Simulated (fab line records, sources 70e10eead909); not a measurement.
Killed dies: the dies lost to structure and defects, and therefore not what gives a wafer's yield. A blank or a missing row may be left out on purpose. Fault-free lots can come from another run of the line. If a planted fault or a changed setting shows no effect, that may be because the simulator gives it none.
Matching of chambers    flow nand-harc    cmp-01 running NHARC_P_M2_CMP_23: 4 sister chambers
The step polishes, t overpolish 20 s, target thk 144.3 nm. 8 wafers are shown with their chamber, then 9 later ones without.

EACH WAFER AND ITS CHAMBER
wafer   chamber  motor-current-A (A)  slurry-flow-ml-min
L076.2  1        10.7                 150.1
L080.3  0        14.2                 149.4
L080.5  3        11.2                 150.3
L083.2  3        11.2                 150.6
L083.4  0        13.8                 149.2
L084.3  1        11.2                 149.9
L084.4  2        11.5                 149.7
L084.5  2        11.8                 149.4

WAFERS WITH NO CHAMBER GIVEN
wafer   motor-current-A (A)  slurry-flow-ml-min
L087.2  10.6                 150.6
L087.3  10.8                 150.7
L087.4  11.6                 150.1
L095.3  11.2                 150.6
L095.4  10.5                 150.9
L095.6  11.4                 150.2
L096.3  11.7                 149.8
L096.4  13.3                 150.0
L096.5  11.1                 149.7

EACH ONE'S CHAMBER
wafer    from the rows above            in truth
L087.2   can't be placed: 3 or 1        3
L087.3   can't be placed: 3 or 1        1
L087.4   can't be placed: 3 or 1 or 2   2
L095.3   3                              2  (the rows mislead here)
L095.4   can't be placed: 3 or 1        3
L095.6   can't be placed: 3 or 1        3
L096.3   can't be placed: 2 or 1        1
L096.4   0                              0
L096.5   can't be placed: 1 or 2        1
Correctly placed: 1 of 9. Can't be placed from these rows: 7 (the true chamber is among the candidates in 7). 1 placed wrongly.
How it was worked out, from the rows above alone: a wafer's distance from a chamber is the root of the sum, over the readings, of the square of ((its reading less the chamber's mean) divided by the reading's scatter). The wafer belongs to the nearest chamber; if the next one is less than 2 further off, it can't be placed. Each chamber's mean is taken over the wafers shown for it. The scatter: the root of (the sum of the squares of (reading less its chamber's mean) over the shown wafers, divided by (wafers less chambers)).
